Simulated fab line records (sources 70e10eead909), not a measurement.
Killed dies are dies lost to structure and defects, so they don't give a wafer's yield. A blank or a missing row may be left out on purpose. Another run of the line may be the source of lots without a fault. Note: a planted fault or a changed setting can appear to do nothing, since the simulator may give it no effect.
Chamber matching || flow nand-harc || NHARC_P_CONTACT_DESCUM_17 on rie-diel-13 has 4 sister chambers
The step chemistry O2, time 3 s. 4 wafers are shown with their chamber, then 8 later ones without.

== WAFERS WITH THEIR CHAMBER ==
{"wafer": "L074.2", "chamber": 1, "showerhead-plenum-p-Torr (Torr)": 1.95}
{"wafer": "L084.3", "chamber": 2, "showerhead-plenum-p-Torr (Torr)": 1.82}
{"wafer": "L084.5", "chamber": 0, "showerhead-plenum-p-Torr (Torr)": 1.92}
{"wafer": "L093.1", "chamber": 3, "showerhead-plenum-p-Torr (Torr)": 1.92}

== WAFERS WHOSE CHAMBER IS MISSING ==
{"wafer": "L093.2", "showerhead-plenum-p-Torr (Torr)": 1.92}
{"wafer": "L093.3", "showerhead-plenum-p-Torr (Torr)": 1.82}
{"wafer": "L094.1", "showerhead-plenum-p-Torr (Torr)": 1.94}
{"wafer": "L094.2", "showerhead-plenum-p-Torr (Torr)": 1.92}
{"wafer": "L094.4", "showerhead-plenum-p-Torr (Torr)": 1.94}
{"wafer": "L096.1", "showerhead-plenum-p-Torr (Torr)": 1.92}
{"wafer": "L096.2", "showerhead-plenum-p-Torr (Torr)": 1.94}
{"wafer": "L096.6", "showerhead-plenum-p-Torr (Torr)": 1.92}

== WHICH CHAMBER EACH ONE RAN IN ==
{"wafer": "L093.2", "from the rows above": "can't be placed: 0 or 3", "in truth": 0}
{"wafer": "L093.3", "from the rows above": 2, "in truth": 2}
{"wafer": "L094.1", "from the rows above": "can't be placed: 1 or 0 or 3", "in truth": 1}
{"wafer": "L094.2", "from the rows above": "can't be placed: 0 or 3", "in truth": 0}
{"wafer": "L094.4", "from the rows above": "can't be placed: 1 or 0 or 3", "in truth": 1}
{"wafer": "L096.1", "from the rows above": "can't be placed: 0 or 3", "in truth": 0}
{"wafer": "L096.2", "from the rows above": "can't be placed: 1 or 0 or 3", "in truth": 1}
{"wafer": "L096.6", "from the rows above": "can't be placed: 0 or 3", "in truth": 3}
Correct placement for 1 of the 8. These rows do not allow placing 7 (true chamber among the candidates in 7). 0 placed wrongly.
How it was worked out, from the rows above alone: a wafer's distance from a chamber is the root of the sum, over the readings, of the square of ((its reading less the chamber's mean) divided by the reading's scatter). The wafer belongs to the nearest chamber; if the next one is less than 2 further off, it can't be placed. Each chamber's mean is taken over the wafers shown for it. The scatter: root of mean squared gap, hidden wafer to nearest shown wafer, with one shown wafer a chamber.
